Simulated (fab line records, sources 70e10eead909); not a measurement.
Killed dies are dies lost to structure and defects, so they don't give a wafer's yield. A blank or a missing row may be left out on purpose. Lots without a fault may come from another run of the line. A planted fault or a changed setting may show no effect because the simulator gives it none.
Which tool did it? | flow nand_harc | 11 lots, 33 wafers sampled, at 1 step of a route of 1159

WHAT THE GAUGES READ, wafer by wafer
NHARC_A_M1_OVL_MEAS_10: pitch 240 nm.
lot  | measured     | on         | overlay_x_nm (nm)
L368 | day 17 21:53 | overlay-01 | -0.6 -0.6 -0.9
L372 | day 18 01:10 | overlay-02 | -0.5 -0.1 0.5
L371 | day 18 02:35 | overlay-02 | -0.9 -0.1 -0.7
L373 | day 18 19:44 | overlay-01 | 1.6 1.6 1.5
L374 | day 19 08:16 | overlay-02 | 0.5 0.4 0.6
L377 | day 19 13:28 | overlay-01 | -1.0 -0.2 -0.5
L375 | day 19 18:08 | overlay-01 | -0.7 -0.9 -0.9
L384 | day 21 15:17 | overlay-01 | -1.3 -1.4 -1.7
L385 | day 21 17:53 | overlay-01 | -0.9 -0.8 -1.6
L386 | day 22 01:33 | overlay-02 | -0.2 0.0 -0.2
L391 | day 22 15:35 | overlay-02 | -1.5 -1.7 -1.9

WHICH TOOL RAN EACH LOT (tool, then ch and the chambers of the sampled wafers, then the start)
The record holds no process step before these readings.

THE ANSWER, worked out from the rows above alone
Rule: what is usual is taken from the lots themselves. Put in order of their means at a reading, lots are off if they are a third of the lots or fewer, leave a main group of 4 or more, and stand apart from it by a gap of 3 or more times the standard deviation of the main group's means; of several such gaps the widest counts. A main group whose means are all the same, to the digits that the tables above print for the reading, isn't used. A lot without any number at a reading at which 4 lots or more have one is off too. The other lots that the step has rows for count as sound.
No lot is off at any reading shown: from this, nothing can be told.

WHAT THE SIMULATOR HAD PUT IN
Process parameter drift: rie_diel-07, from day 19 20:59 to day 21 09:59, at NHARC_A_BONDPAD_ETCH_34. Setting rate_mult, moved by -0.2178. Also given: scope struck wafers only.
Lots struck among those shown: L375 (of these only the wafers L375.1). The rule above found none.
